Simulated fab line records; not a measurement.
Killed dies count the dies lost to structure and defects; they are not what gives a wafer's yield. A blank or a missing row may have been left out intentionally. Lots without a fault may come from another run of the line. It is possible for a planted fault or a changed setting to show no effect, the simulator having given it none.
Comparing a struck lot with a sound one	flow nand harc	28 out of 1302 route steps
Sound: the wafers L777.2, L777.5, L777.6. The struck wafers were L789.2, L789.5, L789.6. The cause comes at the end.
Per side, at each step with rows, come the tool, then ch with its chambers, and then its first start. Under that, the readings that differ: sound wafers	struck wafers	difference of the means	sigmas: that difference in standard deviations of wafers without a fault.
alike: readings whose means differ by less than 2 such deviations, and words and numbers that are the same on both sides. not compared: withheld readings, readings that some wafer has no value for, bounds like >300 that may hide the same value, and numbers for which the record gives no deviation and whose values overlap.
Wherever a step has rows on one side only, a row that says differs or no value, or a row with sigmas, the two part there. When numbers do not overlap yet have no deviation, they are printed without sigmas and do not part them. A reading missing from all wafers of one side parts the sides only when that side holds two or more wafers.

first, 1 step without rows for these wafers: NHARC_A_CHANNEL_HOLE_D2_DEVELOP_09 (develop time 35 s).
NHARC_A_CHANNEL_HOLE_D2_CD_MEAS_10 targets a cd of 100 nm.
  sound on cd sem-01 ch 0, day 14 05:13; struck on cd sem-02 ch 0, day 19 11:26
  alike: cd nm
NHARC_A_CHANNEL_HOLE_D2_OVL_MEAS_11:
  struck on overlay-02, day 19 11:31; sound on overlay-02, day 14 05:18
reading	sound	struck	difference	sigmas
overlay x nm (nm)	1.7 1.8 1.5	-0.7 -0.7 -0.2	-2.2	-3
  alike: overlay y nm
NHARC_A_CHANNEL_HOLE_D2_INSPECT_12:
  struck on defect inspect-01, day 19 11:33; sound on defect inspect-02, day 14 05:20
reading	sound	struck	difference	sigmas
raw defect count	6 8 6	59 75 53	+56	+2
then, 1 step without rows for these wafers: NHARC_A_CHANNEL_HOLE_D2_DESCUM_15 (chemistry O2, time 3 s).
NHARC_A_CHANNEL_HOLE_D2_ETCH_38: etches the open film in CF4, target depth 39 nm, time 65 s.
  sound on rie diel-06 ch 2,3, day 14 05:29; struck on rie diel-09 ch 0,1,3, day 19 11:43
  alike: bias w, cf4 flow sccm, drypump motor current A, oes product au, rf vpp V, showerhead plenum p Torr, throttle valve pct
  not compared: rf hours counter h
then, 1 step without rows for these wafers: NHARC_A_CHANNEL_HOLE_D2_ETCH_39 (etches the open film in N2/H2, target depth 260 nm, time 325 s).
NHARC_A_CHANNEL_HOLE_D2_ETCH_34: etches the open film in CF4/CHF3, target depth 154 nm, time 77 s.
  sound: rie diel-06 ch 0,2,3; struck: rie diel-09 ch 1,3
  alike: bias w, cf4 flow sccm, drypump motor current A, oes product au, rf vpp V, showerhead plenum p Torr, throttle valve pct
  not compared: rf hours counter h
NHARC_A_CHANNEL_HOLE_D2_ETCH_16: etches the open film in O2/COS, target depth 3100 nm, time 806 s.
  sound: rie diel-06 ch 0,1,3; struck: rie diel-09 ch 0,3
  alike: bias w, chamber pressure mTorr, drypump motor current A, oes product au, rf vpp V, showerhead plenum p Torr, throttle valve pct
  not compared: rf hours counter h
NHARC_A_CHANNEL_HOLE_D2_CD_MEAS_18:
  struck on cd sem-03, day 19 12:56; sound on cd sem-01, day 14 06:31
  alike: cd nm
then, 2 steps without rows for these wafers: NHARC_A_CHANNEL_HOLE_D2_ETCH_19 (etches the open film in C4F8/O2/Ar, time 34.5 s); NHARC_A_CHANNEL_HOLE_D2_ETCH_20 (etches the open film in C4F8/O2/Ar, time 361.9 s, target depth 1600 nm).
NHARC_A_CHANNEL_HOLE_D2_ETCH_21: etches the open film in C4F8/O2/Ar, time 514.3 s, target depth 1600 nm.
  sound on har etch-02 ch 0,1, day 14 07:05; struck on har etch-01 ch 0,1, day 19 16:57
  no value came back on the struck wafers for any of 6 readings (c4f8 flow sccm (sccm), chamber pressure mTorr (mTorr) and others); on the sound wafers c4f8 flow sccm (sccm) reads 89.57 89.29 89.11
  not compared: rf hours counter h
then, 5 steps without rows for these wafers: NHARC_A_CHANNEL_HOLE_D2_ETCH_22 (etches the open film in C4F8/O2/Ar, time 666.7 s, target depth 1600 nm); NHARC_A_CHANNEL_HOLE_D2_ETCH_23 (etches the open film in C4F8/O2/Ar, time 819 s, target depth 1600 nm); NHARC_A_CHANNEL_HOLE_D2_ETCH_24 (etches the open film in C4F8/O2/Ar, time 906.2 s, target depth 1500 nm); NHARC_A_CHANNEL_HOLE_D2_ETCH_25 (etches the open film in C4F8/O2/Ar, time 1040.2 s, target depth 1500 nm); NHARC_A_CHANNEL_HOLE_D2_ETCH_26 (etches the open film in C4F8/O2/Ar, time 224.1 s, target depth 300 nm).
NHARC_A_CHANNEL_HOLE_D2_ETCH_27: etches the open film in C4F8/O2/Ar, time 90 s, target depth 400 nm.
  sound on har etch-02 ch 0,1, day 14 10:36; struck on har etch-01 ch 0,1, day 19 20:32
  alike: bias v, c4f8 flow sccm, drypump motor current A, oes air line au, showerhead plenum p Torr, throttle valve pct
  not compared: rf hours counter h
then, 3 steps without rows for these wafers: NHARC_A_CHANNEL_HOLE_D2_STRIP_41 (strips in N2/H2); NHARC_A_CHANNEL_HOLE_D2_STRIP_42 (strips in CF4/CHF3); NHARC_A_CHANNEL_HOLE_D2_STRIP_43 (strips in O2/COS).
NHARC_A_CHANNEL_HOLE_D2_ETCH_44: etches the open film in CF4/O2, target depth 140 nm, overetch 14 nm, time 77 s.
  sound on rie diel-05 ch 1,2,3, day 14 11:20; struck on rie diel-06 ch 0,1, day 19 21:17
  alike: bias w, cf4 flow sccm, drypump motor current A, oes product au, rf vpp V, showerhead plenum p Torr, throttle valve pct
  not compared: rf hours counter h, model.A_CHANNEL_HOLE_D2.cd nm
NHARC_A_CHANNEL_HOLE_D2_STRIP_28: strips in O2.
  sound: rie diel-05 ch 0,2,3; struck: rie diel-06 ch 0,2,3
  alike: drypump motor current A, oes product au, rf vpp V, showerhead plenum p Torr, throttle valve pct
  not compared: rf hours counter h
then, 2 steps without rows for these wafers: NHARC_A_CHANNEL_HOLE_D2_PRECLEAN_29 (cleans in SC1); NHARC_A_CHANNEL_HOLE_D2_SRD_30.
NHARC_A_CHANNEL_HOLE_D2_CD_MEAS_31:
  struck on cd sem-03, day 19 22:16; sound on cd sem-02, day 14 12:07
reading	sound	struck	difference	sigmas
cd nm (nm)	88.2 89.2 88.4	1.5 2.9 2.3	-86.4	-45
  not compared: hold
after that, 1 step had no rows for these wafers: NHARC_END_SORT_01.

## WHERE THEY PART
Earliest at NHARC_A_CHANNEL_HOLE_D2_OVL_MEAS_11; latest, in this record, at NHARC_A_CHANNEL_HOLE_D2_CD_MEAS_31.

WHY: what had been put in by the simulator
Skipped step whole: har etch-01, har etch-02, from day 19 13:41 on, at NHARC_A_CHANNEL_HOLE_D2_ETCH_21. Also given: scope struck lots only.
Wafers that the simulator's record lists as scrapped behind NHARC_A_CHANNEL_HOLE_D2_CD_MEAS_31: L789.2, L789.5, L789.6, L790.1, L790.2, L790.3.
